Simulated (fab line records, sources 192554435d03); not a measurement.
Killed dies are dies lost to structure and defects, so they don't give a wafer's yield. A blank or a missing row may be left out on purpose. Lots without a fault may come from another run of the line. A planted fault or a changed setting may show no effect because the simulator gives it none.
fab line records | flow n5_finfet
record lots=24 wafers=72 last_day=19
route steps=1938 shown MOL_CONTACT_COAG@630 BEOL_M0_SAQP@634
lots that met no fault: from a run of the same line without faults
start_h: hours from the record's first day to the start of the lot's first wafer shown | wait_h: hours since the lot's step before | " the same as in the row above | L1.1+2: a row that stands for several wafers | - no value, or no start given | * or withheld: withheld | < > ~ a bound
route shown NAME@n: a module of which the file shows steps, and the number in the route of the first | usual: mean/standard deviation of fault-free wafers | same: alike in all rows | chamber/n: place in a boat | sites: the reading at each site | _std_site: their standard deviation | _edge_site: outer sites' mean less inner sites' | radius_mm: how far each site lies from the wafer's centre | mask NAME#n: copy n | behind: the tool/chamber that last shaped the wafer | hold: why the lot was held/for how many hours/how that ended | device: the transistor (n, p or np) that didn't switch | end of line: the same wafers' tests at the end of the route | a step without rows: its recipe alone | killed: dies lost to structure and defects at the first sort, not the wafer's yield | map: a wafer's dies, x killed, . not, _ none there
set.NAME: the setting as run; set.NAME@STEP: as run at that earlier step | model.NAME: the simulator's own value behind a step, which no gauge read
steps of the route over a sample of lots; a table a step, a row a wafer
services: from which hour (start_h, from the record's first day; less than 0 if before it) a tool's chamber was out of use, for how many hours, and why
## steps
# step N5_MOL_CONTACT_COAG_INSPECT_97
# recipe inspect_instrument=darkfield mode=post_anneal
# usual raw_defect_count=45/17
# columns lot.wafer tool chamber start_h wait_h raw_defect_count
L074.3 defect_inspect-02 - 105.07 0.1 38
L074.5 " - " " 31
L074.6 " - " " 55
L075.2 defect_inspect-01 - 114.37 0.0 38
L075.3 " - " " 31
L075.5 " - " " 44
L076.1 defect_inspect-02 - 117.36 0.0 86
L076.2 " - " " 48
L076.6 " - " " 80
L078.1 defect_inspect-01 - 128.49 0.0 41
L078.3 " - " " 32
L078.4 " - " " 33
L077.1 defect_inspect-01 - 131.51 0.0 57
L077.2 " - " " 38
L077.6 " - " " 44
L079.1 defect_inspect-02 - 134.51 0.0 42
L079.3 " - " " 25
L079.6 " - " " 40
L080.3 defect_inspect-02 - 143.20 0.1 48
L080.5 " - " " 45
L080.6 " - " " 50
L081.1 defect_inspect-02 - 146.45 0.0 32
L081.2 " - " " 43
L081.5 " - " " 51
L082.1 defect_inspect-01 - 158.61 0.0 38
L082.2 " - " " 65
L082.6 " - " " 58
L083.1 defect_inspect-02 - 161.61 0.0 51
L083.2 " - " " 37
L083.3 " - " " 30
L084.1 defect_inspect-02 - 164.61 0.0 24
L084.5 " - " " 19
L084.6 " - " " 25
L085.1 defect_inspect-01 - 171.32 0.0 24
L085.3 " - " " 59
L085.6 " - " " 47
L087.2 defect_inspect-02 - 180.34 0.0 38
L087.5 " - " " 75
L087.6 " - " " 44
L086.1 defect_inspect-01 - 183.32 0.0 16
L086.3 " - " " 30
L086.5 " - " " 37
L088.3 defect_inspect-01 - 196.48 0.1 42
L088.5 " - " " 36
L088.6 " - " " 33
L089.1 defect_inspect-01 - 199.43 0.0 41
L089.3 " - " " 28
L089.6 " - " " 29
L090.1 defect_inspect-02 - 206.22 0.0 49
L090.3 " - " " 29
L090.5 " - " " 49
L091.1 defect_inspect-01 - 209.22 0.0 57
L091.4 " - " " 70
L091.6 " - " " 61
L092.2 defect_inspect-02 - 212.72 0.0 40
L092.3 " - " " 65
L092.6 " - " " 37
L093.1 defect_inspect-01 - 220.65 0.0 40
L093.3 " - " " 70
L093.5 " - " " 40
L094.1 defect_inspect-02 - 223.65 0.0 50
L094.2 " - " " 39
L094.5 " - " " 65
L095.1 defect_inspect-01 - 227.50 0.0 70
L095.4 " - " " 59
L095.6 " - " " 39
L096.1 defect_inspect-01 - 235.76 0.0 14
L096.3 " - " " 27
L096.4 " - " " 22
L097.1 defect_inspect-02 - 247.84 0.0 29
L097.3 " - " " 29
L097.6 " - " " 55
# step N5_BEOL_M0_SAQP_HM_DEP_02
# recipe material=TiN target_thk_a=120 temp_c=25 chamber_pressure_pa=0.49996
# usual substrate_temp_c=25.00/0.11 throttle_valve_pct=30.2/0.96
# columns lot.wafer tool chamber start_h wait_h substrate_temp_c throttle_valve_pct
L074.3 pvd_sputter-02 - 105.55 0.1 25.03 29.7
L074.5 " - " " 25.37 29.6
L074.6 " - " " 25.11 29.7
L075.2 pvd_sputter-01 - 115.22 0.5 25.18 30.0
L075.3 " - " " 24.92 28.8
L075.5 " - " " 24.90 30.2
L076.1 pvd_sputter-01 - 118.24 0.5 25.08 29.0
L076.2 " - " " 25.04 31.8
L076.6 " - " " 24.97 32.2
L078.1 pvd_sputter-03 - 129.26 0.4 25.16 30.0
L078.3 " - " " 25.00 30.8
L078.4 " - " " 25.03 28.7
L077.1 pvd_sputter-01 - 132.72 0.8 24.97 28.7
L077.2 " - " " 25.02 30.2
L077.6 " - " " 24.95 28.9
L079.1 pvd_sputter-01 - 136.12 1.2 25.17 31.9
L079.3 " - " " 24.95 28.7
L079.6 " - " " 24.91 30.3
L080.3 pvd_sputter-03 - 145.86 2.3 25.10 30.7
L080.5 " - " " 25.15 28.4
L080.6 " - " " 24.94 30.1
L081.1 pvd_sputter-02 - 148.47 1.6 25.02 29.5
L081.2 " - " " 25.07 30.5
L081.5 " - " " 24.97 29.6
L082.1 pvd_sputter-01 - 159.57 0.6 24.94 29.8
L082.2 " - " " 25.01 31.7
L082.6 " - " " 25.05 31.8
L083.1 pvd_sputter-02 - 162.54 0.6 24.89 30.0
L083.2 " - " " 24.94 30.3
L083.3 " - " " 24.95 31.4
L084.1 pvd_sputter-01 - 165.71 0.7 25.01 29.9
L084.5 " - " " 25.20 28.7
L084.6 " - " " 24.98 29.9
L085.1 pvd_sputter-02 - 172.95 1.3 24.92 31.1
L085.3 " - " " 25.11 30.7
L085.6 " - " " 24.93 29.9
L087.2 pvd_sputter-02 - 182.80 2.1 25.01 29.7
L087.5 " - " " 24.97 30.7
L087.6 " - " " 24.82 29.5
L086.1 pvd_sputter-02 - 184.14 0.5 25.00 29.7
L086.3 " - " " 25.18 29.8
L086.5 " - " " 25.14 29.9
L088.3 pvd_sputter-02 - 197.73 0.9 25.10 29.6
L088.5 " - " " 25.15 30.0
L088.6 " - " " 24.93 31.5
L089.1 pvd_sputter-02 - 201.09 1.3 25.09 29.6
L089.3 " - " " 25.03 31.1
L089.6 " - " " 25.13 29.5
L090.1 pvd_sputter-02 - 207.76 1.2 24.95 29.7
L090.3 " - " " 25.17 30.9
L090.5 " - " " 24.82 29.6
L091.1 pvd_sputter-02 - 210.66 1.1 25.01 31.2
L091.4 " - " " 25.13 29.9
L091.6 " - " " 24.95 31.2
L092.2 pvd_sputter-01 - 213.64 0.6 24.96 30.1
L092.3 " - " " 24.90 31.9
L092.6 " - " " 24.82 31.8
L093.1 pvd_sputter-02 - 221.64 0.6 24.89 31.3
L093.3 " - " " 24.98 30.6
L093.5 " - " " 24.84 31.1
L094.1 pvd_sputter-03 - 224.96 0.9 24.90 30.9
L094.2 " - " " 24.85 28.4
L094.5 " - " " 25.07 29.8
L095.1 pvd_sputter-03 - 228.35 0.5 24.83 30.0
L095.4 " - " " 24.84 30.0
L095.6 " - " " 25.00 30.5
L096.1 pvd_sputter-01 - 237.66 1.5 24.98 30.0
L096.3 " - " " 24.93 29.7
L096.4 " - " " 24.96 32.1
L097.1 pvd_sputter-01 - 252.09 3.9 24.97 30.4
L097.3 " - " " 24.94 31.7
L097.6 " - " " 25.05 32.1
# step N5_BEOL_M0_SAQP_ETCH_84
# recipe chemistry=N2/H2 target=SOC target_depth_a=1000 overetch_a=200 mask_material=SiARC temp_c=40 time_s=150 ion_energy_ev=200 pressure_mtorr=30 source_w=840 bias_w=150 n2_flow_sccm=200 h2_flow_sccm=200
# usual drypump_motor_current_A=5.9/0.44 n2_flow_sccm=200.0/0.65 oes_product_au=0.68/0.053 rf_vpp_V=524.3/2.5 showerhead_plenum_p_Torr=2.56/0.082 throttle_valve_pct=17.95/0.25
# columns lot.wafer tool chamber start_h wait_h drypump_motor_current_A n2_flow_sccm oes_product_au rf_hours_counter_h rf_vpp_V showerhead_plenum_p_Torr throttle_valve_pct
L074.3 rie_diel-04 0 106.66 0.0 5.9 201.5 0.63 193 526.2 2.64 17.67
L074.5 " 1 " " 6.1 200.2 0.73 - 522.1 2.48 18.33
L074.6 " 0 " " 5.9 200.4 0.63 - 525.9 2.64 17.67
L075.2 rie_diel-01 0 116.62 0.0 6.2 199.6 0.62 238 522.7 2.52 17.74
L075.3 " 1 " " 6.2 200.7 0.65 171 522.1 2.45 18.11
L075.5 " 0 " " 6.2 200.0 0.62 - 521.8 2.52 17.71
L076.1 rie_diel-01 1 119.25 0.0 6.2 199.4 0.65 172 519.2 2.45 18.15
L076.2 " 0 " " 6.2 199.7 0.63 239 524.4 2.52 17.72
L076.6 " 3 " " 6.2 199.6 0.68 - 526.1 2.66 17.72
L078.1 rie_diel-03 0 130.12 0.0 5.0 199.8 0.67 144 523.5 2.56 18.23
L078.3 " 3 " " 6.4 199.5 0.77 51 523.1 2.47 17.63
L078.4 " 2 " " 4.7 200.6 0.69 137 527.3 2.65 18.11
L077.1 rie_diel-01 2 133.71 0.0 5.7 200.7 0.69 150 525.6 2.65 17.95
L077.2 " 0 " " 6.1 200.6 0.61 243 521.2 2.51 17.73
L077.6 " 1 " " 6.2 200.4 0.64 - 520.3 2.45 18.14
L079.1 rie_diel-01 0 137.23 0.0 6.1 200.4 0.63 244 522.1 2.51 17.73
L079.3 " 2 " " 5.7 198.4 0.69 152 526.5 2.64 17.97
L079.6 " 2 " " 5.7 199.4 0.69 - 524.7 2.64 17.96
L080.3 rie_diel-01 1 146.92 0.0 6.3 199.9 0.64 179 520.6 2.44 18.14
L080.5 " 3 " " 6.2 200.1 0.67 - 527.1 2.66 17.73
L080.6 " 2 " " 5.7 198.3 0.69 - 526.9 2.64 17.96
L081.1 rie_diel-04 3 149.33 0.0 6.0 199.9 0.67 160 524.3 2.55 18.00
L081.2 " 0 " " 5.9 200.2 0.64 206 525.8 2.63 17.69
L081.5 " 1 " " 6.2 199.7 0.71 - 521.2 2.47 18.34
L082.1 rie_diel-03 2 160.56 0.0 4.7 199.7 0.69 144 528.8 2.65 18.11
L082.2 " 1 " " 6.1 199.5 0.66 190 524.9 2.64 18.01
L082.6 " 1 " " 6.1 201.0 0.66 - 525.6 2.64 18.00
L083.1 rie_diel-01 3 163.52 0.0 6.2 199.7 0.67 167 526.2 2.66 17.73
L083.2 " 2 " " 5.7 199.3 0.70 159 526.4 2.64 17.97
L083.3 " 1 " " 6.2 198.8 0.64 184 520.7 2.44 18.15
L084.1 rie_diel-01 1 166.69 0.0 6.3 199.7 0.64 185 520.3 2.44 18.14
L084.5 " 2 " " 5.7 199.3 0.69 - 526.6 2.64 17.96
L084.6 " 3 " " 6.2 199.2 0.67 - 527.1 2.66 17.74
L085.1 rie_diel-01 1 173.81 0.0 6.2 199.7 0.63 187 520.9 2.44 18.15
L085.3 " 2 " " 5.7 199.8 0.69 162 526.5 2.64 17.97
L085.6 " 1 " " 6.2 199.6 0.64 - 520.0 2.44 18.15
L087.2 rie_diel-01 2 183.85 0.1 5.7 200.5 0.69 165 526.6 2.64 17.98
L087.5 " 1 " " 6.2 200.3 0.64 - 519.2 2.44 18.15
L087.6 " 2 " " 5.7 200.4 0.69 - 526.5 2.64 17.96
L086.1 rie_diel-01 1 185.13 0.0 6.3 200.1 0.64 191 519.3 2.44 18.16
L086.3 " 0 " " 6.1 199.5 0.86 0 523.0 2.51 17.31
L086.5 " 2 " " 5.7 199.0 0.68 - 526.0 2.64 17.99
L088.3 rie_diel-01 0 198.72 0.0 6.1 199.4 0.83 4 523.6 2.51 17.32
L088.5 " 2 " " 5.7 201.5 0.68 - 525.0 2.64 18.00
L088.6 " 3 " " 6.2 200.6 0.67 - 527.4 2.66 17.74
L089.1 rie_diel-04 0 202.57 0.0 5.9 200.7 0.62 221 526.8 2.62 17.71
L089.3 " 1 " " 6.2 200.5 0.70 125 521.3 2.46 18.38
L089.6 " 0 " " 5.9 201.6 0.62 - 527.0 2.62 17.71
L090.1 rie_diel-01 0 209.13 0.0 6.1 200.4 0.83 6 523.5 2.51 17.33
L090.3 " 1 " " 6.2 200.5 0.63 197 519.9 2.44 18.19
L090.5 " 3 " " 6.2 200.1 0.66 - 527.6 2.66 17.73
L091.1 rie_diel-04 2 211.65 0.0 5.3 199.1 0.84 5 522.1 2.51 17.69
L091.4 " 1 " " 6.1 200.8 0.69 - 521.6 2.46 18.40
L091.6 " 2 " " 5.3 199.8 0.85 - 523.5 2.51 17.69
L092.2 rie_diel-01 0 214.50 0.0 6.1 200.1 0.82 8 523.4 2.51 17.33
L092.3 " 3 " " 6.2 200.1 0.67 177 526.6 2.65 17.76
L092.6 " 3 " " 6.2 199.8 0.66 - 527.8 2.65 17.76
L093.1 rie_diel-04 2 222.64 0.0 5.2 199.9 0.83 8 521.7 2.51 17.69
L093.3 " 3 " " 6.0 201.0 0.65 182 522.5 2.54 18.04
L093.5 " 3 " " 5.9 201.0 0.65 - 523.6 2.54 18.07
L094.1 rie_diel-03 3 226.38 0.0 6.4 200.2 0.74 76 522.0 2.46 17.67
L094.2 " 2 " " 4.7 199.2 0.67 160 526.1 2.64 18.15
L094.5 " 2 " " 4.7 199.8 0.68 - 525.8 2.64 18.14
L095.1 rie_diel-04 2 229.36 0.0 5.2 200.3 0.82 10 522.9 2.51 17.70
L095.4 " 0 " " 5.9 198.8 0.61 226 525.6 2.62 17.72
L095.6 " 0 " " 5.9 198.5 0.61 - 527.7 2.62 17.73
L096.1 rie_diel-03 1 239.09 0.0 6.1 200.9 0.65 211 527.7 2.63 18.04
L096.3 " 2 " " 4.7 199.8 0.67 164 526.8 2.64 18.16
L096.4 " 3 " " 6.4 199.3 0.74 79 522.0 2.46 17.67
L097.1 rie_diel-03 0 253.08 0.0 5.0 199.9 0.64 176 523.5 2.55 18.26
L097.3 " 1 " " 6.1 200.2 0.64 215 526.2 2.63 18.03
L097.6 " 2 " " 4.7 200.6 0.67 - 526.8 2.64 18.16
# step N5_BEOL_M0_SAQP_RECESS_114
# recipe chemistry=HF/NH3 target=SiO2 target_depth_a=144 afs_cycles=3 temp_c=30 sublimation_temp_c=180 sublimation_time_s=60
# usual drypump_motor_current_A=5.6/0.51
# columns lot.wafer tool chamber start_h wait_h drypump_motor_current_A
L074.3 vapor_etch-01 1 107.19 0.1 5.9
L074.5 " 0 " " 5.0
L074.6 " 1 " " 6.0
L075.2 vapor_etch-02 1 117.04 0.0 6.3
L075.3 " 0 " " 5.5
L075.5 " 0 " " 5.5
L076.1 vapor_etch-02 1 119.74 0.0 6.3
L076.2 " 0 " " 5.5
L076.6 " 0 " " 5.5
L078.1 vapor_etch-01 1 130.55 0.0 5.9
L078.3 " 0 " " 5.0
L078.4 " 1 " " 5.9
L077.1 vapor_etch-02 1 134.13 0.0 6.3
L077.2 " 0 " " 5.5
L077.6 " 0 " " 5.5
L079.1 vapor_etch-01 1 137.68 0.0 6.0
L079.3 " 1 " " 6.0
L079.6 " 1 " " 5.9
L080.3 vapor_etch-01 0 147.47 0.1 5.0
L080.5 " 0 " " 4.9
L080.6 " 1 " " 6.0
L081.1 vapor_etch-01 0 149.98 0.3 5.0
L081.2 " 1 " " 5.9
L081.5 " 0 " " 5.0
L082.1 vapor_etch-02 1 160.98 0.0 6.3
L082.2 " 0 " " 5.5
L082.6 " 0 " " 5.5
L083.1 vapor_etch-02 0 163.95 0.0 5.5
L083.2 " 1 " " 6.3
L083.3 " 0 " " 5.5
L084.1 vapor_etch-01 1 167.11 0.0 6.0
L084.5 " 0 " " 5.0
L084.6 " 1 " " 5.9
L085.1 vapor_etch-02 1 174.23 0.0 6.3
L085.3 " 1 " " 6.3
L085.6 " 1 " " 6.3
L087.2 vapor_etch-01 1 184.68 0.3 5.9
L087.5 " 1 " " 6.0
L087.6 " 0 " " 5.0
L086.1 vapor_etch-01 0 185.63 0.0 5.0
L086.3 " 0 " " 5.0
L086.5 " 1 " " 5.9
L088.3 vapor_etch-02 0 199.26 0.1 5.5
L088.5 " 1 " " 6.3
L088.6 " 0 " " 5.5
L089.1 vapor_etch-01 1 202.99 0.0 6.0
L089.3 " 0 " " 4.9
L089.6 " 0 " " 4.9
L090.1 vapor_etch-01 1 209.57 0.0 6.0
L090.3 " 0 " " 5.0
L090.5 " 1 " " 5.9
L091.1 vapor_etch-02 1 212.07 0.0 6.3
L091.4 " 0 " " 5.5
L091.6 " 0 " " 5.5
L092.2 vapor_etch-01 0 214.92 0.0 5.0
L092.3 " 1 " " 5.9
L092.6 " 1 " " 6.0
L093.1 vapor_etch-01 0 223.07 0.0 5.0
L093.3 " 1 " " 6.0
L093.5 " 1 " " 6.0
L094.1 vapor_etch-02 1 226.80 0.0 6.3
L094.2 " 0 " " 5.5
L094.5 " 1 " " 6.3
L095.1 vapor_etch-02 0 229.79 0.0 5.5
L095.4 " 1 " " 6.3
L095.6 " 1 " " 6.3
L096.1 vapor_etch-01 0 239.51 0.0 5.0
L096.3 " 0 " " 5.0
L096.4 " 1 " " 6.0
L097.1 vapor_etch-01 1 253.50 0.0 5.9
L097.3 " 0 " " 5.0
L097.6 " 1 " " 5.9
# step N5_BEOL_M0_SAQP_MANDREL_ETCH_103
# recipe chemistry=HBr/Cl2 target=a-Si target_depth_a=450 bt_time_s=10 stop_on=SiCN mask_material=SiO2 over_etch_frac=0.8 time_s=27 pressure_mtorr=10 icp_w=800 bias_w=75 HBr_flow_sccm=150 Cl2_flow_sccm=80 ends=end_point
# usual drypump_motor_current_A=5.8/0.51 oes_product_au=0.688/0.012 throttle_valve_pct=35.35/0.27
# same over_etch_frac=0.8
# columns lot.wafer tool chamber start_h wait_h drypump_motor_current_A oes_product_au rf_hours_counter_h throttle_valve_pct
L074.3 rie_si-06 0 109.24 0.0 5.0 0.696 31 35.33
L074.5 " 2 " " 5.7 0.682 - 35.03
L074.6 " 3 " " 6.3 0.679 - 35.41
L075.2 rie_si-03 3 118.28 0.0 6.3 0.705 39 35.49
L075.3 " 0 " " 5.0 0.678 51 35.92
L075.5 " 0 " " 5.1 0.686 - 35.90
L076.1 rie_si-05 0 120.98 0.0 6.6 0.698 115 35.38
L076.2 " 3 " " 5.5 0.678 116 35.07
L076.6 " 1 " " 5.6 0.703 - 35.09
L078.1 rie_si-06 3 131.78 0.0 6.3 0.676 162 35.44
L078.3 " 2 " " 5.7 0.676 98 35.02
L078.4 " 0 " " 4.9 0.693 32 35.35
L077.1 rie_si-03 2 135.42 0.0 5.6 0.679 9 35.14
L077.2 " 0 " " 5.0 0.663 51 35.93
L077.6 " 2 " " 5.6 0.672 - 35.13
L079.1 rie_si-05 1 139.02 0.0 5.6 0.689 128 35.11
L079.3 " 3 " " 5.5 0.676 116 35.06
L079.6 " 1 " " 5.6 0.702 - 35.09
L080.3 rie_si-05 0 148.58 0.0 6.7 0.699 115 35.38
L080.5 " 0 " " 6.7 0.699 - 35.38
L080.6 " 3 " " 5.5 0.692 - 35.04
L081.1 rie_si-05 1 151.46 0.0 5.6 0.695 129 35.10
L081.2 " 3 " " 5.5 0.673 117 35.04
L081.5 " 2 " " 5.3 0.690 - 35.83
L082.1 rie_si-03 1 162.21 0.0 6.4 0.679 2 35.38
L082.2 " 2 " " 5.6 0.677 10 35.16
L082.6 " 3 " " 6.3 0.714 - 35.49
L083.1 rie_si-03 1 165.18 0.0 6.4 0.679 2 35.37
L083.2 " 2 " " 5.6 0.669 10 35.17
L083.3 " 0 " " 5.1 0.668 51 35.94
L084.1 rie_si-06 1 168.38 0.0 6.0 0.676 146 35.26
L084.5 " 0 " " 5.0 0.697 - 35.32
L084.6 " 1 " " 6.0 0.681 - 35.25
L085.1 rie_si-05 1 175.46 0.0 5.6 0.700 129 35.13
L085.3 " 3 " " 5.5 0.680 117 35.05
L085.6 " 0 " " 6.7 0.701 - 35.36
L087.2 rie_si-05 0 188.94 0.0 6.6 0.692 116 35.40
L087.5 " 1 " " 5.6 0.698 - 35.15
L087.6 " 0 " " 6.7 0.704 - 35.37
L086.1 rie_si-06 0 189.39 0.0 5.0 0.699 33 35.33
L086.3 " 3 " " 6.3 0.674 163 35.43
L086.5 " 3 " " 6.3 0.678 - 35.45
L088.3 rie_si-06 2 200.73 0.0 5.7 0.686 99 35.02
L088.5 " 2 " " 5.7 0.680 - 35.01
L088.6 " 3 " " 6.3 0.687 - 35.38
L089.1 rie_si-03 1 204.52 0.0 6.4 0.679 3 35.36
L089.3 " 3 " " 6.2 0.711 40 35.50
L089.6 " 3 " " 6.3 0.707 - 35.47
L090.1 rie_si-05 0 211.03 0.0 6.6 0.697 117 35.36
L090.3 " 3 " " 5.5 0.681 118 35.04
L090.5 " 2 " " 5.3 0.698 - 35.85
L091.1 rie_si-03 0 213.42 0.0 5.1 0.677 52 35.94
L091.4 " 3 " " 6.3 0.707 40 35.50
L091.6 " 3 " " 6.3 0.719 - 35.49
L092.2 rie_si-03 2 216.16 0.0 5.6 0.664 11 35.15
L092.3 " 0 " " 5.0 0.673 52 35.93
L092.6 " 3 " " 6.3 0.701 - 35.51
L093.1 rie_si-06 3 224.41 0.0 6.3 0.677 164 35.44
L093.3 " 0 " " 5.0 0.701 33 35.35
L093.5 " 3 " " 6.3 0.690 - 35.40
L094.1 rie_si-06 3 228.42 0.0 6.3 0.677 164 35.43
L094.2 " 0 " " 5.0 0.696 33 35.33
L094.5 " 3 " " 6.3 0.686 - 35.40
L095.1 rie_si-05 1 231.03 0.0 5.6 0.697 130 35.11
L095.4 " 0 " " 6.6 0.706 117 35.35
L095.6 " 1 " " 5.6 0.702 - 35.10
L096.1 rie_si-06 0 241.45 0.0 5.0 0.705 34 35.30
L096.3 " 2 " " 5.6 0.677 100 35.03
L096.4 " 1 " " 6.0 0.676 147 35.25
L097.1 rie_si-06 1 254.74 0.0 6.0 0.682 147 35.27
L097.3 " 3 " " 6.3 0.691 164 35.41
L097.6 " 2 " " 5.7 0.700 - 35.00
# step N5_BEOL_M0_SAQP_INSPECT_42
# recipe mode=adi inspect_instrument=brightfield
# usual raw_defect_count=298/82
# columns lot.wafer tool chamber start_h wait_h raw_defect_count
L074.3 defect_inspect-01 - 111.21 0.0 189
L074.5 " - " " 338
L074.6 " - " " 319
L075.2 defect_inspect-02 - 120.25 0.0 524
L075.3 " - " " 362
L075.5 " - " " 455
L076.1 defect_inspect-01 - 123.44 0.1 302
L076.2 " - " " 335
L076.6 " - " " 276
L078.1 defect_inspect-02 - 133.86 0.1 216
L078.3 " - " " 214
L078.4 " - " " 212
L077.1 defect_inspect-01 - 137.78 0.1 297
L077.2 " - " " 414
L077.6 " - " " 301
L079.1 defect_inspect-02 - 141.00 0.1 228
L079.3 " - " " 211
L079.6 " - " " 164
L080.3 defect_inspect-01 - 151.10 0.0 163
L080.5 " - " " 134
L080.6 " - " " 223
L081.1 defect_inspect-01 - 153.62 0.1 306
L081.2 " - " " 210
L081.5 " - " " 229
L082.1 defect_inspect-01 - 164.31 0.1 278
L082.2 " - " " 375
L082.6 " - " " 268
L083.1 defect_inspect-01 - 167.24 0.1 281
L083.2 " - " " 188
L083.3 " - " " 342
L084.1 defect_inspect-02 - 170.69 0.1 364
L084.5 " - " " 323
L084.6 " - " " 340
L085.1 defect_inspect-01 - 177.44 0.1 305
L085.3 " - " " 263
L085.6 " - " " 229
L087.2 defect_inspect-01 - 191.18 0.0 203
L087.5 " - " " 301
L087.6 " - " " 199
L086.1 defect_inspect-01 - 191.86 0.1 263
L086.3 " - " " 240
L086.5 " - " " 255
L088.3 defect_inspect-02 - 202.78 0.0 307
L088.5 " - " " 296
L088.6 " - " " 319
L089.1 defect_inspect-01 - 207.61 0.1 289
L089.3 " - " " 397
L089.6 " - " " 410
L090.1 defect_inspect-02 - 213.14 0.1 284
L090.3 " - " " 208
L090.5 " - " " 223
L091.1 defect_inspect-02 - 215.44 0.1 518
L091.4 " - " " 298
L091.6 " - " " 437
L092.2 defect_inspect-01 - 218.25 0.0 398
L092.3 " - " " 291
L092.6 " - " " 452
L093.1 defect_inspect-02 - 226.51 0.1 381
L093.3 " - " " 348
L093.5 " - " " 317
L094.1 defect_inspect-01 - 230.42 0.1 249
L094.2 " - " " 148
L094.5 " - " " 274
L095.1 defect_inspect-02 - 233.14 0.1 254
L095.4 " - " " 280
L095.6 " - " " 300
L096.1 defect_inspect-01 - 243.56 0.1 256
L096.3 " - " " 270
L096.4 " - " " 138
L097.1 defect_inspect-01 - 258.74 0.1 301
L097.3 " - " " 512
L097.6 " - " " 371
## services
# columns tool chamber start_h hours kind
rie_si-05 1 97.60 11.9 repair
vapor_etch-01 - 100.16 4.0 pm
pvd_sputter-03 - 108.25 5.5 repair
rie_diel-04 2 115.56 19.2 repair
rie_si-05 2 116.98 2.2 repair
rie_si-05 - 124.04 0.4 repair
rie_si-06 - 137.66 14.6 pm
rie_diel-01 3 139.01 5.3 repair
pvd_sputter-01 - 143.59 5.2 repair
rie_si-03 - 150.98 2.8 pm
rie_diel-04 2 153.49 7.9 repair
rie_diel-03 2 154.27 4.0 repair
rie_diel-01 0 162.16 - clean
rie_diel-01 0 162.16 - consumable_replace:focus_ring
rie_diel-01 0 162.16 22.8 scheduled_down
rie_diel-01 3 175.59 15.8 repair
rie_diel-03 - 179.33 2.8 pm
rie_si-05 3 186.38 13.9 repair
rie_diel-04 2 200.78 4.9 repair
rie_diel-04 0 210.17 13.3 repair
rie_si-05 - 214.93 2.8 pm
vapor_etch-01 - 236.32 0.1 repair
rie_si-05 3 241.24 9.1 repair
vapor_etch-02 1 252.01 3.3 repair
## key
fault none
